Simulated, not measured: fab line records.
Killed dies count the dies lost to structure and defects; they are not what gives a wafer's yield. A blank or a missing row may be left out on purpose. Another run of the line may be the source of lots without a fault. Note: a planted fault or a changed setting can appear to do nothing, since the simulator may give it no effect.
fab line records ; flow n5_finfet
[record] lots = 11; wafers = 32; last_day = 18
route steps=1938 shown BEOL_M7@1312 TV_OPEN@1890 PASSIVATION@1909
lots that met no fault: taken from a fault-free run of the same line
start_h: hours from the record's opening day to when the first of the lot's shown wafers began ; wait_h: how many hours have passed since the lot's step before this one ; " repeats the value in the row above ; L1.1+2: a row that stands for several wafers ; - no value, or no start given ; * or withheld: withheld ; < > ~ a bound
route shown NAME@n: names a module that has steps shown in the file, with the first one's number in the route ; usual: the fault-free wafers' mean and standard deviation ; same: alike in all rows ; chamber/n: place in a boat ; sites: each site's reading ; _std_site: standard deviation across them ; _edge_site: inner sites' mean taken away from outer sites' mean ; radius_mm: for every site, how far away it sits from the centre of the wafer ; mask NAME#n: copy n ; behind: the most recent tool/chamber to have shaped the wafer ; hold: what put the lot on hold/how long, in hours/how the hold closed ; device: transistor that didn't switch, given as n, p or np ; end of line: at the end of the route, the tests of the same wafers ; a step given without rows: its recipe and nothing more ; killed: dies lost to structure and defects at the first sort, not the wafer's yield ; map: dies across one wafer; x = killed, . = not, _ = none there
set.NAME: the setting that was run; set.NAME@STEP: the one run at that earlier step ; model.NAME: the simulator's own value behind a step, which no gauge read
the route's steps for a sample of lots (tables are steps, rows are wafers)
services: a tool's chamber out of use, with start hour (start_h, from the record's first day; less than 0 if before it), hours out, and reason
[[steps]]
[step N5_BEOL_M7_HM_STRIP_39]
[recipe] chemistry = peroxide_tin_strip; material = TiN; target_depth_a = 250; temp_c = 50; time_s = 158
lot.wafer;tool;chamber;start_h;wait_h
L116.3+4+6;wet_bench-06;7,2,1;199.57;0.0
L119.1+2+6;wet_bench-05;2,7,4;220.94;0.0
L121.2+3+6;wet_bench-05;6,1,4;240.98;0.0
L123.1+3+6;wet_bench-06;1,3,2;243.64;0.0
L122.1+2+3;wet_bench-06;2,6,3;244.06;0.0
L127.2+3+4;wet_bench-05;6,7,0;283.34;0.0
L128.1+2+3;wet_bench-05;7,5,3;283.74;0.0
L131.4+6;wet_bench-06;4,6;302.37;0.0
L132.2+4+6;wet_bench-06;5,6,7;304.79;0.0
L135.2+4+5;wet_bench-02;3,5,4;307.59;0.0
L137.2+3+5;wet_bench-05;5,7,2;353.95;0.0
[step N5_PASSIVATION_ETCH_15]
[recipe] chemistry = CF4/N2; target = SiCN; target_depth_a = 750; taper_deg = 2; time_s = 81.2; ion_energy_ev = 150; mask_material = SiNx; pressure_mtorr = 40; source_w = 430; bias_w = 70; Ar_flow_sccm = 100; cf4_flow_sccm = 60; n2_flow_sccm = 60
[usual] drypump_motor_current_A = 5.77/0.26; mfc_ar_sccm = 100.0/0.31; n2_flow_sccm = 59.99/0.18; oes_product_au = 0.78/0.078; rf_vpp_V = 382.5/1.8; showerhead_plenum_p_Torr = 2.22/0.068; throttle_valve_pct = 15.41/0.24
lot.wafer;tool;chamber;start_h;wait_h;drypump_motor_current_A;mfc_ar_sccm;n2_flow_sccm;oes_product_au;rf_hours_counter_h;rf_vpp_V;showerhead_plenum_p_Torr;throttle_valve_pct
L116.3;rie_diel-05;2;-;-;6.02;100.1;59.95;0.68;227;379.8;2.10;15.86
L116.4;rie_diel-05;1;-;-;5.90;100.2;59.89;0.68;235;382.5;2.27;15.82
L116.6;rie_diel-05;2;-;-;6.04;100.3;60.02;0.68;-;380.2;2.10;15.85
L119.1;rie_diel-03;1;-;-;6.35;100.1;59.86;0.67;201;383.5;2.27;15.24
L119.2;rie_diel-03;2;-;-;5.73;99.9;60.21;0.83;91;384.8;2.33;15.19
L119.6;rie_diel-03;3;-;-;5.46;100.0;60.16;0.75;-;377.7;2.13;15.63
L123.1;rie_diel-05;1;-;-;5.93;99.7;60.29;0.68;249;382.6;2.27;15.86
L123.3;rie_diel-05;3;-;-;5.62;100.2;60.08;0.86;63;384.4;2.23;15.37
L123.6;rie_diel-05;1;-;-;5.93;100.1;59.79;0.68;-;382.6;2.27;15.88
L122.1;rie_diel-03;1;-;-;6.32;99.9;59.88;0.68;211;383.8;2.27;15.27
L122.2;rie_diel-03;2;-;-;5.70;99.8;60.12;0.82;100;382.5;2.32;15.22
L122.3;rie_diel-03;0;-;-;5.58;100.1;60.17;0.83;89;382.0;2.24;15.35
L121.2;rie_diel-03;3;-;-;5.45;99.8;60.12;0.75;173;379.5;2.12;15.67
L121.3;rie_diel-03;2;-;-;5.72;100.3;59.91;0.83;106;385.1;2.32;15.24
L121.6;rie_diel-03;2;-;-;5.71;100.3;59.87;0.82;-;384.9;2.32;15.23
L127.2;rie_diel-05;0;-;-;5.62;100.1;60.29;0.83;59;385.0;2.24;15.05
L127.3;rie_diel-05;1;-;-;5.91;100.0;59.93;0.94;9;381.7;2.26;15.35
L127.4;rie_diel-05;1;-;-;5.91;100.5;59.97;0.94;-;383.9;2.26;15.35
L128.1;rie_diel-06;2;-;-;5.84;99.8;60.07;0.73;214;381.2;2.18;15.68
L128.2;rie_diel-06;3;-;-;5.86;100.4;60.10;0.81;107;380.5;2.12;15.09
L128.3;rie_diel-06;1;-;-;5.42;100.6;59.68;0.74;205;383.7;2.27;15.60
L131.4;rie_diel-03;2;-;-;5.72;99.2;60.10;0.81;118;384.9;2.32;15.26
L131.6;rie_diel-03;1;-;-;6.39;100.0;60.36;0.66;-;384.3;2.26;15.26
L132.2;rie_diel-03;2;-;-;5.70;100.0;59.98;0.80;118;383.7;2.32;15.27
L132.4;rie_diel-03;0;-;-;5.63;100.1;60.14;0.82;107;382.4;2.23;15.39
L132.6;rie_diel-03;0;-;-;5.63;100.1;60.05;0.82;-;383.5;2.23;15.40
L135.2;rie_diel-06;2;-;-;5.84;100.3;60.00;0.72;218;382.7;2.18;15.69
L135.4;rie_diel-06;1;-;-;5.38;99.9;60.45;0.73;-;384.2;2.27;15.60
L135.5;rie_diel-06;2;-;-;5.80;100.2;60.20;0.73;-;381.2;2.18;15.69
L137.2;rie_diel-05;3;-;-;5.63;100.4;59.93;0.82;92;383.2;2.22;15.44
L137.3;rie_diel-05;2;-;-;6.06;99.6;59.98;0.90;17;385.3;2.35;15.43
L137.5;rie_diel-05;1;-;-;5.90;99.5;59.68;0.90;-;382.9;2.26;15.39
[step N5_PASSIVATION_AL_ETCH_33]
[recipe] chemistry = Cl2/BCl3; target_depth_a = 28000; over_etch_frac = 0.15; Cl2_flow_sccm = 180; bcl3_flow_sccm = 60; target = Al; stop_on = TaN; time_s = 466.7; ion_energy_ev = 100; pressure_mtorr = 10; icp_w = 900; bias_w = 100
[usual] drypump_motor_current_A = 5.9/0.33; oes_product_au = 0.75/0.076; throttle_valve_pct = 34.28/0.2
lot.wafer;tool;chamber;start_h;wait_h;drypump_motor_current_A;oes_product_au;rf_hours_counter_h;throttle_valve_pct
L116.3;rie_metal-01;1;263.57;0.2;5.7;0.69;-;34.43
L116.4;rie_metal-01;0;263.57;0.2;6.4;0.68;-;34.08
L116.6;rie_metal-01;0;263.57;0.2;6.3;0.68;-;34.04
L119.1;rie_metal-03;1;296.08;0.1;5.4;0.73;33;34.13
L119.2;rie_metal-03;0;296.08;0.1;5.4;0.77;15;34.58
L119.6;rie_metal-03;1;296.08;0.1;5.4;0.72;-;34.15
L123.1;rie_metal-02;1;325.99;0.1;5.9;0.88;4;34.40
L123.3;rie_metal-02;1;325.99;0.1;5.9;0.88;-;34.40
L123.6;rie_metal-02;0;325.99;0.1;6.2;0.82;-;34.02
L122.1;rie_metal-02;0;332.93;0.1;6.2;0.81;11;34.03
L122.2;rie_metal-02;1;332.93;0.1;5.8;0.86;5;34.42
L122.3;rie_metal-02;0;332.93;0.1;6.2;0.81;-;34.05
L121.2;rie_metal-01;0;356.04;0.1;6.3;0.66;65;34.11
L121.3;rie_metal-01;0;356.04;0.1;6.3;0.67;-;34.08
L121.6;rie_metal-01;0;356.04;0.1;6.4;0.66;-;34.08
L127.2;rie_metal-03;1;371.88;0.1;5.5;0.70;39;34.16
L127.3;rie_metal-03;1;371.88;0.1;5.4;0.71;-;34.15
L127.4;rie_metal-03;0;371.88;0.1;5.5;0.75;-;34.58
L128.1;rie_metal-01;0;384.21;0.1;6.4;0.67;67;34.04
L128.2;rie_metal-01;1;384.21;0.1;5.7;0.67;57;34.41
L128.3;rie_metal-01;1;384.21;0.1;5.7;0.68;-;34.44
L131.4;rie_metal-03;0;392.62;0.2;5.4;0.75;-;34.56
L131.6;rie_metal-03;1;392.62;0.2;5.4;0.71;-;34.13
L132.2;rie_metal-01;0;392.97;0.1;6.3;0.66;68;34.09
L132.4;rie_metal-01;1;392.97;0.1;5.7;0.66;-;34.50
L132.6;rie_metal-01;1;392.97;0.1;5.7;0.67;-;34.45
L135.2;rie_metal-03;1;396.01;0.1;5.4;0.70;41;34.15
L135.4;rie_metal-03;0;396.01;0.1;5.5;0.74;-;34.58
L135.5;rie_metal-03;0;396.01;0.1;5.5;0.73;-;34.60
L137.2;rie_metal-02;1;430.68;0.1;5.9;0.81;14;34.46
L137.3;rie_metal-02;0;430.68;0.1;6.2;0.78;-;34.05
L137.5;rie_metal-02;1;430.68;0.1;5.9;0.81;-;34.45
[step N5_PASSIVATION_ETCH_59]
[recipe] chemistry = Cl2/BCl3; target = TaN; target_depth_a = 650; time_s = 34.9; ion_energy_ev = 100; pressure_mtorr = 10; icp_w = 900; bias_w = 100; Cl2_flow_sccm = 60; bcl3_flow_sccm = 30
[usual] drypump_motor_current_A = 5.9/0.33; oes_product_au = 0.81/0.075; throttle_valve_pct = 21.08/0.11
lot.wafer;tool;chamber;start_h;wait_h;drypump_motor_current_A;oes_product_au;rf_hours_counter_h;throttle_valve_pct
L116.3;rie_metal-01;1;263.87;0.2;5.7;0.75;-;21.19
L116.4;rie_metal-01;0;263.87;0.2;6.3;0.75;-;20.92
L116.6;rie_metal-01;0;263.87;0.2;6.3;0.75;-;20.93
L119.1;rie_metal-03;1;296.48;0.3;5.4;0.79;34;21.04
L119.2;rie_metal-03;0;296.48;0.3;5.4;0.88;15;21.22
L119.6;rie_metal-03;1;296.48;0.3;5.4;0.79;-;21.05
L123.1;rie_metal-02;1;326.39;0.3;5.9;0.94;5;21.12
L123.3;rie_metal-02;1;326.39;0.3;5.9;0.94;-;21.13
L123.6;rie_metal-02;0;326.39;0.3;6.2;0.88;-;20.96
L122.1;rie_metal-02;0;333.33;0.3;6.2;0.87;11;20.97
L122.2;rie_metal-02;1;333.33;0.3;5.9;0.93;5;21.15
L122.3;rie_metal-02;0;333.33;0.3;6.2;0.87;-;20.96
L121.2;rie_metal-01;0;356.44;0.3;6.3;0.74;65;20.96
L121.3;rie_metal-01;0;356.44;0.3;6.3;0.74;-;20.95
L121.6;rie_metal-01;0;356.44;0.3;6.3;0.73;-;20.97
L127.2;rie_metal-03;1;372.28;0.3;5.4;0.77;39;21.06
L127.3;rie_metal-03;1;372.28;0.3;5.4;0.77;-;21.08
L127.4;rie_metal-03;0;372.28;0.3;5.4;0.85;-;21.24
L128.1;rie_metal-01;0;384.61;0.3;6.4;0.73;68;20.96
L128.2;rie_metal-01;1;384.61;0.3;5.7;0.73;57;21.19
L128.3;rie_metal-01;1;384.61;0.3;5.7;0.74;-;21.18
L131.4;rie_metal-03;0;392.92;0.2;5.5;0.85;-;21.22
L131.6;rie_metal-03;1;392.92;0.2;5.4;0.76;-;21.06
L132.2;rie_metal-01;0;393.37;0.3;6.3;0.73;69;20.98
L132.4;rie_metal-01;1;393.37;0.3;5.7;0.74;-;21.20
L132.6;rie_metal-01;1;393.37;0.3;5.7;0.73;-;21.21
L135.2;rie_metal-03;1;396.41;0.3;5.4;0.77;41;21.09
L135.4;rie_metal-03;0;396.41;0.3;5.5;0.84;-;21.24
L135.5;rie_metal-03;0;396.41;0.3;5.5;0.84;-;21.24
L137.2;rie_metal-02;1;431.08;0.3;5.9;0.88;14;21.15
L137.3;rie_metal-02;0;431.08;0.3;6.2;0.83;-;20.97
L137.5;rie_metal-02;1;431.08;0.3;5.9;0.87;-;21.19
[step N5_PASSIVATION_PROBE_49]
[usual] defect_limited_yield = 91.5/1.5; killed_at_M0_to_M3 = 33/10; killed_at_M4_up = 15/6.4; killed_at_contacts = 12/5.4; killed_at_front_end = 38/9.8; killed_at_other = 4/3.1; killed_dies = 101/18; killed_on_rim = 13/3.9; killed_open = 67/14; killed_short = 33/7.9; sort_bin_5_function = 5.0/1; sort_bin_6_memory = 3.2/0.67; sort_n_pass = 1079/18; sort_yield_pct = 91.5/1.5
[same] gross_dies = 1180; killed_at_back_side = 0; sort_bin_4_leakage[%] = 0; sort_bin_8_speed[%] = 0
lot.wafer;tool;chamber;start_h;wait_h;defect_limited_yield[%];killed_at_M0_to_M3;killed_at_M4_up;killed_at_contacts;killed_at_front_end;killed_at_other;killed_dies;killed_on_rim;killed_open;killed_short;sort_bin_5_function[%];sort_bin_6_memory[%];sort_n_pass;sort_yield_pct[%]
L116.3;prober-02;-;268.39;0.1;92.2;37;8;11;35;1;92;11;49;42;4.7;2.6;1088;92.2
L116.4;prober-02;-;268.44;0.2;90.6;33;22;10;45;1;111;10;67;44;6.7;2.5;1069;90.6
L116.6;prober-02;-;268.54;0.3;92.5;25;15;18;31;0;89;9;62;26;4.4;2.8;1091;92.5
L119.1;prober-01;-;300.78;0.0;90.1;27;9;22;59;0;117;17;88;27;5.5;4.2;1063;90.1
L119.2;prober-01;-;300.83;0.1;90.6;28;18;25;39;1;111;17;80;30;6.0;3.1;1069;90.6
L119.6;prober-01;-;301.03;0.3;92.3;31;10;14;34;2;91;17;63;28;4.5;3.1;1089;92.3
L123.1;prober-02;-;330.82;0.0;87.5;50;35;12;50;0;147;14;112;35;7.7;4.4;1033;87.5
L123.3;prober-02;-;330.92;0.1;87.7;35;29;28;46;7;145;19;102;40;7.6;4.2;1035;87.7
L123.6;prober-02;-;331.07;0.3;88.5;41;30;4;58;3;136;20;88;46;6.5;4.7;1044;88.5
L122.1;prober-02;-;337.80;0.0;92.6;24;13;7;37;6;87;8;57;29;4.8;2.1;1093;92.6
L122.2;prober-02;-;337.85;0.1;90.5;24;32;14;39;3;112;17;81;29;5.8;3.3;1068;90.5
L122.3;prober-02;-;337.90;0.1;89.2;45;29;13;38;3;128;16;93;33;6.7;4.0;1052;89.2
L121.2;prober-02;-;361.65;0.1;91.8;48;5;15;27;2;97;14;58;38;5.5;2.5;1083;91.8
L121.3;prober-02;-;361.70;0.1;89.7;50;16;18;35;2;121;16;76;44;5.7;4.5;1059;89.7
L121.6;prober-02;-;361.85;0.3;89.7;58;10;13;39;1;121;14;84;36;6.7;3.3;1059;89.7
L127.2;prober-02;-;376.88;0.1;92.1;22;17;11;40;3;93;15;62;31;3.7;3.8;1087;92.1
L127.3;prober-02;-;376.93;0.1;91.7;32;13;14;37;2;98;9;62;36;4.8;3.2;1082;91.7
L127.4;prober-02;-;376.98;0.2;92.5;22;9;12;39;6;88;14;57;29;3.9;3.1;1092;92.5
L128.1;prober-01;-;390.30;0.0;90.3;30;16;12;52;5;115;23;61;54;6.3;3.3;1065;90.3
L128.2;prober-01;-;390.35;0.1;91.4;40;11;10;35;6;102;14;69;33;5.5;2.9;1078;91.4
L128.3;prober-01;-;390.40;0.1;93.7;21;18;8;24;3;74;6;53;21;3.0;3.0;1106;93.7
L131.4;prober-01;-;397.58;0.2;84.7;23;115;4;36;2;180;26;51;26;9.6;2.7;1000;84.7
L131.6;prober-01;-;397.68;0.3;83.1;17;140;13;25;4;199;12;42;26;10.3;3.5;981;83.1
L132.2;prober-02;-;399.45;0.1;81.8;41;89;14;66;5;215;37;79;54;11.4;4.3;965;81.8
L132.4;prober-02;-;399.55;0.2;79.1;28;151;13;43;12;247;20;79;29;13.3;5.0;933;79.1
L132.6;prober-02;-;399.65;0.3;81.7;35;122;15;39;5;216;26;71;34;11.0;4.6;964;81.7
L135.2;prober-01;-;401.11;0.1;91.4;37;12;13;37;3;102;13;70;31;5.1;3.2;1078;91.4
L135.4;prober-01;-;401.21;0.2;90.7;25;25;10;35;15;110;18;70;39;5.6;3.3;1070;90.7
L135.5;prober-01;-;401.26;0.2;91.8;28;12;6;46;5;97;7;70;26;4.0;3.9;1083;91.8
L137.2;prober-01;-;435.42;0.1;90.1;50;20;10;34;3;117;9;81;36;5.5;3.9;1063;90.1
L137.3;prober-01;-;435.47;0.1;92.5;34;13;4;34;4;89;9;52;35;4.8;2.5;1091;92.5
L137.5;prober-01;-;435.57;0.2;93.8;29;14;7;21;2;73;9;49;23;3.7;2.5;1107;93.8
// killed by level:class
L116.3 BEOL_M0_SAQP:geometric_particle:short=10 FIN_SAQP:geometric_particle:short=8 MOL_CONTACT_COAG:geometric_particle:open=7 GATE_CUT:geometric_particle:short=7 BEOL_M3:geometric_particle:open=6 BEOL_M0_SAQP:geometric_particle:open=5 BEOL_M1:geometric_particle:open=5 BEOL_M2:geometric_particle:open=5
L116.4 BEOL_M4:geometric_particle:open=11 FIN_SAQP:geometric_particle:short=9 STI_FIN_REVEAL:geometric_particle:open=8 FIN_SAQP:geometric_particle:open=7 MOL_CONTACT_COAG:geometric_particle:open=7 BEOL_M3:geometric_particle:open=7 GATE_CUT:geometric_particle:short=6 BEOL_M0_SAQP:geometric_particle:open=6
L116.6 MOL_CONTACT_COAG:geometric_particle:open=14 BEOL_M4:geometric_particle:open=10 BEOL_M3:geometric_particle:open=9 FIN_SAQP:geometric_particle:short=7 STI_FIN_REVEAL:geometric_particle:open=7 FIN_SAQP:geometric_particle:open=6 BEOL_M0_SAQP:geometric_particle:short=4 DUMMY_GATE:geometric_particle:open=3
L119.1 MOL_CONTACT_COAG:geometric_particle:open=20 STI_FIN_REVEAL:geometric_particle:open=18 FIN_SAQP:geometric_particle:open=13 FIN_SAQP:geometric_particle:short=7 DUMMY_GATE:geometric_particle:open=6 BEOL_M1:geometric_particle:open=6 BEOL_M2:geometric_particle:open=5 BEOL_M3:geometric_particle:open=5
L119.2 MOL_CONTACT_COAG:geometric_particle:open=23 STI_FIN_REVEAL:geometric_particle:open=10 BEOL_M3:geometric_particle:open=9 BEOL_M4:geometric_particle:open=8 FIN_SAQP:geometric_particle:open=7 BEOL_M0_SAQP:geometric_particle:short=7 FIN_SAQP:geometric_particle:short=6 BEOL_M0_SAQP:geometric_particle:open=5
L119.6 MOL_CONTACT_COAG:geometric_particle:open=11 BEOL_M3:geometric_particle:open=10 DUMMY_GATE:geometric_particle:open=7 ILD0:geometric_particle:short=7 FIN_SAQP:geometric_particle:open=6 BEOL_M0_SAQP:geometric_particle:short=6 BEOL_M2:geometric_particle:open=6 BEOL_M4:geometric_particle:open=5
L123.1 FIN_SAQP:geometric_particle:open=19 BEOL_M4:geometric_particle:open=19 BEOL_M3:geometric_particle:open=14 FIN_SAQP:geometric_particle:short=11 BEOL_M1:geometric_particle:open=11 BEOL_M0_SAQP:geometric_particle:open=10 STI_FIN_REVEAL:geometric_particle:open=8 DUMMY_GATE:geometric_particle:open=8
L123.3 MOL_CONTACT_COAG:geometric_particle:open=26 BEOL_M4:geometric_particle:open=12 BEOL_M0_SAQP:geometric_particle:open=11 GATE_CUT:geometric_particle:short=10 FIN_SAQP:geometric_particle:open=7 BEOL_M0_SAQP:geometric_particle:short=7 STI_FIN_REVEAL:geometric_particle:open=6 BEOL_M3:geometric_particle:open=6
L123.6 FIN_SAQP:geometric_particle:open=18 FIN_SAQP:geometric_particle:short=14 BEOL_M4:geometric_particle:open=14 BEOL_M0_SAQP:geometric_particle:short=11 STI_FIN_REVEAL:geometric_particle:open=10 BEOL_M0_SAQP:geometric_particle:open=9 BEOL_M3:geometric_particle:open=8 BEOL_M1:geometric_particle:open=5
L122.1 STI_FIN_REVEAL:geometric_particle:open=13 BEOL_M4:geometric_particle:open=8 MOL_CONTACT_COAG:geometric_particle:open=7 BEOL_M0_SAQP:geometric_particle:short=6 BEOL_M3:geometric_particle:open=5 FIN_SAQP:geometric_particle:open=4 STARTING-WAFER:geometric_particle:open=4 FIN_SAQP:geometric_particle:short=3
L122.2 BEOL_M4:geometric_particle:open=21 MOL_CONTACT_COAG:geometric_particle:open=13 FIN_SAQP:geometric_particle:open=10 FIN_SAQP:geometric_particle:short=8 STI_FIN_REVEAL:geometric_particle:open=7 BEOL_M3:geometric_particle:open=5 STARTING-WAFER:geometric_particle:short=5 BEOL_M0_SAQP:geometric_particle:open=4
L122.3 BEOL_M3:geometric_particle:open=13 BEOL_M4:geometric_particle:open=12 MOL_CONTACT_COAG:geometric_particle:open=12 BEOL_M0_SAQP:geometric_particle:open=8 BEOL_M0_SAQP:geometric_particle:short=8 GATE_CUT:geometric_particle:short=6 FIN_SAQP:geometric_particle:short=5 STI_FIN_REVEAL:geometric_particle:open=5
L121.2 BEOL_M0_SAQP:geometric_particle:short=14 BEOL_M0_SAQP:geometric_particle:open=13 MOL_CONTACT_COAG:geometric_particle:open=12 BEOL_M1:geometric_particle:open=10 BEOL_M3:geometric_particle:open=5 FIN_SAQP:geometric_particle:open=4 ILD0:geometric_particle:short=4 GATE_CUT:geometric_particle:short=4
L121.3 MOL_CONTACT_COAG:geometric_particle:open=14 BEOL_M0_SAQP:geometric_particle:short=13 STI_FIN_REVEAL:geometric_particle:open=12 BEOL_M1:geometric_particle:open=11 BEOL_M3:geometric_particle:open=8 BEOL_M0_SAQP:geometric_particle:open=6 BEOL_M1:geometric_particle:short=6 BEOL_M4:geometric_particle:open=5
L121.6 BEOL_M1:geometric_particle:open=18 MOL_CONTACT_COAG:geometric_particle:open=13 STI_FIN_REVEAL:geometric_particle:open=12 BEOL_M0_SAQP:geometric_particle:short=11 BEOL_M3:geometric_particle:open=9 BEOL_M2:geometric_particle:open=7 FIN_SAQP:geometric_particle:short=6 GATE_CUT:geometric_particle:short=6
L127.2 FIN_SAQP:geometric_particle:open=16 BEOL_M0_SAQP:geometric_particle:short=12 BEOL_M4:geometric_particle:open=12 STI_FIN_REVEAL:geometric_particle:open=10 MOL_CONTACT_COAG:geometric_particle:open=8 FIN_SAQP:geometric_particle:short=4 BEOL_M0_SAQP:geometric_particle:open=4 GATE_CUT:geometric_particle:short=3
L127.3 BEOL_M0_SAQP:geometric_particle:short=17 MOL_CONTACT_COAG:geometric_particle:open=12 STI_FIN_REVEAL:geometric_particle:open=9 BEOL_M0_SAQP:geometric_particle:open=9 BEOL_M4:geometric_particle:open=9 FIN_SAQP:geometric_particle:open=5 FIN_SAQP:geometric_particle:short=4 STI_FIN_REVEAL:geometric_particle:short=4
L127.4 STI_FIN_REVEAL:geometric_particle:open=13 MOL_CONTACT_COAG:geometric_particle:open=11 BEOL_M0_SAQP:geometric_particle:short=8 FIN_SAQP:geometric_particle:open=5 BEOL_M0_SAQP:geometric_particle:open=5 FIN_SAQP:geometric_particle:short=4 BEOL_M2:geometric_particle:open=4 MIM_TOP:geometric_particle:open=4
L128.1 FIN_SAQP:geometric_particle:short=16 FIN_SAQP:geometric_particle:open=12 BEOL_M0_SAQP:geometric_particle:short=11 BEOL_M0_SAQP:geometric_particle:open=11 MOL_CONTACT_COAG:geometric_particle:open=10 BEOL_M4:geometric_particle:short=9 STI_FIN_REVEAL:geometric_particle:open=7 DUMMY_GATE:geometric_particle:short=4
L128.2 FIN_SAQP:geometric_particle:open=11 BEOL_M2:geometric_particle:open=7 STI_FIN_REVEAL:geometric_particle:open=6 MOL_CONTACT_COAG:geometric_particle:open=6 BEOL_M0_SAQP:geometric_particle:short=5 BEOL_M0_SAQP:geometric_particle:open=5 BEOL_M0:geometric_particle:open=5 BEOL_M1:geometric_particle:open=5
L128.3 BEOL_M4:geometric_particle:open=11 BEOL_M0_SAQP:geometric_particle:open=9 MOL_CONTACT_COAG:geometric_particle:open=7 DUMMY_GATE:geometric_particle:open=5 GATE_CUT:geometric_particle:short=5 BEOL_M0_SAQP:geometric_particle:short=5 FIN_SAQP:geometric_particle:short=4 STI_FIN_REVEAL:geometric_particle:open=4
L131.4 BEOL_M7:unspecified=102 FIN_SAQP:geometric_particle:short=9 STI_FIN_REVEAL:geometric_particle:open=8 FIN_SAQP:geometric_particle:open=6 BEOL_M4:geometric_particle:open=5 MOL_CONTACT_COAG:geometric_particle:open=4 BEOL_M0_SAQP:geometric_particle:open=4 BEOL_M2:geometric_particle:open=4
L131.6 BEOL_M7:unspecified=131 MOL_CONTACT_COAG:geometric_particle:open=9 BEOL_M0_SAQP:geometric_particle:open=8 FIN_SAQP:geometric_particle:open=4 FIN_SAQP:geometric_particle:short=4 MOL_CONTACT_COAG:geometric_particle:short=4 BEOL_M0_SAQP:geometric_particle:short=4 BEOL_M4:geometric_particle:open=4
L132.2 BEOL_M7:unspecified=82 FIN_SAQP:geometric_particle:open=26 FIN_SAQP:geometric_particle:short=21 BEOL_M0_SAQP:geometric_particle:short=14 BEOL_M0_SAQP:geometric_particle:open=12 MOL_CONTACT_COAG:geometric_particle:open=11 STI_FIN_REVEAL:geometric_particle:open=5 BEOL_M3:geometric_particle:open=5
L132.4 BEOL_M7:unspecified=139 FIN_SAQP:geometric_particle:open=26 MOL_CONTACT_COAG:geometric_particle:open=11 BEOL_M0_SAQP:geometric_particle:open=7 FIN_SAQP:geometric_particle:short=6 BEOL_M0_SAQP:geometric_particle:short=5 BEOL_M3:geometric_particle:open=4 BEOL_M4:geometric_particle:open=4
L132.6 BEOL_M7:unspecified=111 MOL_CONTACT_COAG:geometric_particle:open=13 BEOL_M0_SAQP:geometric_particle:open=12 BEOL_M0_SAQP:geometric_particle:short=10 FIN_SAQP:geometric_particle:open=9 FIN_SAQP:geometric_particle:short=8 STI_FIN_REVEAL:geometric_particle:open=6 BEOL_M4:geometric_particle:open=6
L135.2 BEOL_M3:geometric_particle:open=12 MOL_CONTACT_COAG:geometric_particle:open=10 BEOL_M0_SAQP:geometric_particle:open=8 FIN_SAQP:geometric_particle:open=7 DUMMY_GATE:geometric_particle:open=6 BEOL_M0_SAQP:geometric_particle:short=5 STARTING-WAFER:geometric_particle:open=5 FIN_SAQP:geometric_particle:short=4
L135.4 BEOL_M4:geometric_particle:open=15 DUMMY_GATE:geometric_particle:open=7 MOL_CONTACT_COAG:geometric_particle:open=6 BEOL_M3:geometric_particle:open=6 PAD_METAL:geometric_particle:open=6 BEOL_M4:geometric_particle:short=6 FIN_SAQP:geometric_particle:short=5 BEOL_M0_SAQP:geometric_particle:short=5
L135.5 FIN_SAQP:geometric_particle:open=16 FIN_SAQP:geometric_particle:short=10 BEOL_M0:geometric_particle:open=8 STARTING-WAFER:geometric_particle:open=6 BEOL_M1:geometric_particle:open=6 BEOL_M4:geometric_particle:open=6 MOL_CONTACT_COAG:geometric_particle:open=5 BEOL_M0_SAQP:geometric_particle:open=5
L137.2 BEOL_M0_SAQP:geometric_particle:open=13 FIN_SAQP:geometric_particle:short=11 BEOL_M0_SAQP:geometric_particle:short=11 MOL_CONTACT_COAG:geometric_particle:open=10 BEOL_M0:geometric_particle:open=10 FIN_SAQP:geometric_particle:open=7 BEOL_M4:geometric_particle:open=7 DUMMY_GATE:geometric_particle:open=6
L137.3 BEOL_M0_SAQP:geometric_particle:open=11 FIN_SAQP:geometric_particle:short=10 BEOL_M0_SAQP:geometric_particle:short=10 FIN_SAQP:geometric_particle:open=8 STI_FIN_REVEAL:geometric_particle:open=5 MOL_CONTACT_COAG:geometric_particle:open=4 GATE_CUT:geometric_particle:short=3 BEOL_M1:geometric_particle:open=3
L137.5 BEOL_M0_SAQP:geometric_particle:open=8 BEOL_M0_SAQP:geometric_particle:short=6 BEOL_M4:geometric_particle:open=6 BEOL_M2:geometric_particle:open=5 MOL_CONTACT_COAG:geometric_particle:open=4 FIN_SAQP:geometric_particle:short=3 DUMMY_GATE:geometric_particle:open=3 MOL_CONTACT_COAG:geometric_particle:short=3
[[services]]
tool;chamber;start_h;hours;kind
rie_diel-03;3;181.91;13.3;repair
rie_diel-05;3;199.25;6.7;repair
wet_bench-05;-;203.59;1.9;pm
rie_metal-02;-;210.06;10.0;pm
rie_diel-05;-;215.61;0.7;repair
wet_bench-02;-;221.40;4.7;repair
rie_diel-05;3;239.24;9.6;repair
wet_bench-02;-;245.90;2.4;repair
rie_diel-06;2;252.13;10.8;repair
rie_diel-06;0;256.55;7.3;repair
rie_diel-06;1;257.61;3.4;repair
rie_diel-03;1;264.32;8.9;repair
rie_diel-05;-;264.84;14.6;pm
rie_diel-06;3;291.33;1.9;repair
wet_bench-05;-;298.90;3.9;repair
rie_diel-05;1;312.03;4.2;repair
rie_diel-05;-;329.63;7.5;repair
wet_bench-02;-;349.54;5.2;repair
rie_metal-02;-;357.09;2.8;pm
rie_diel-05;3;365.69;3.9;repair
rie_diel-06;0;369.06;18.3;repair
rie_metal-01;-;370.90;5.9;repair
rie_diel-06;0;414.97;6.0;repair
rie_metal-03;-;427.52;1.4;pm
[[key]]
[first_sign] step = N5_PASSIVATION_PROBE_49; reading = killed_at_M4_up; direction = up; sigmas = 17; usual = 15; struck = 123
[effect] step = N5_PASSIVATION_PROBE_49; reading = killed_dies; direction = up; sigmas = 6.2; usual = 101; struck = 211
[more_kills_born_at] N5_BEOL_M7_HM_STRIP_39@wet_bench-06 = 565
met_at N5_BEOL_M7_HM_STRIP_39
struck_lots L131,L132
not_acting_at N5_PASSIVATION_ETCH_15,N5_PASSIVATION_AL_ETCH_33,N5_PASSIVATION_ETCH_59
onset_between 244.06 302.37
[fault] kind = chamber_particle_source; tool = wet_bench-06; chamber = -; onset_h = 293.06; steps = N5_BEOL_M7_HM_STRIP_39; rate_per_visit_cm2 = 1.1089; end_h = 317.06
